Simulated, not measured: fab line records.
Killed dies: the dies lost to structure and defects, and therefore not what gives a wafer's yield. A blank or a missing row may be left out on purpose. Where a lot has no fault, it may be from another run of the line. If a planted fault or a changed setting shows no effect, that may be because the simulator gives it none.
Matching of chambers -- flow n5-finfet -- N5_BEOL_M1_ETCHBACK_99 on rie-diel-02: 4 sister chambers
The step etches SiO2 in CHF3, target depth 5 nm, time 10.4 s. 8 wafers are shown with their chamber, then 8 later ones without.

WAFERS WITH THEIR CHAMBER
wafer,chamber,throttle-valve-pct (%),showerhead-plenum-p-Torr (Torr)
L082.2,2,17.00,2.14
L082.5,0,17.51,2.25
L088.5,1,17.06,2.08
L089.3,2,17.04,2.13
L095.1,0,17.52,2.24
L095.3,1,17.07,2.08
L095.5,3,16.76,2.09
L092.4,3,16.76,2.09

WAFERS MISSING THEIR CHAMBER
wafer,throttle-valve-pct (%),showerhead-plenum-p-Torr (Torr)
L092.5,17.07,2.08
L092.6,17.53,2.24
L096.1,17.55,2.24
L096.5,17.54,2.24
L096.6,17.08,2.08
L097.1,16.79,2.09
L097.3,17.09,2.08
L097.5,16.78,2.09

WHICH CHAMBER EACH WENT THROUGH
wafer,from the rows above,in truth
L092.5,1,1
L092.6,0,0
L096.1,0,0
L096.5,0,0
L096.6,1,1
L097.1,3,3
L097.3,1,1
L097.5,3,3
Placed correctly: 8 of 8. Not placeable from these rows: 0. Wrongly placed: 0.
How it was worked out, from the rows above alone: a wafer's distance from a chamber is the root of the sum, over the readings, of the square of ((its reading less the chamber's mean) divided by the reading's scatter). The wafer belongs to the nearest chamber; if the next one is less than 2 further off, it can't be placed. Each chamber's mean is taken over the wafers shown for it. The scatter: take each reading less its chamber's mean, square it, sum over the shown wafers, divide by the number of wafers less the number of chambers, and take the root.
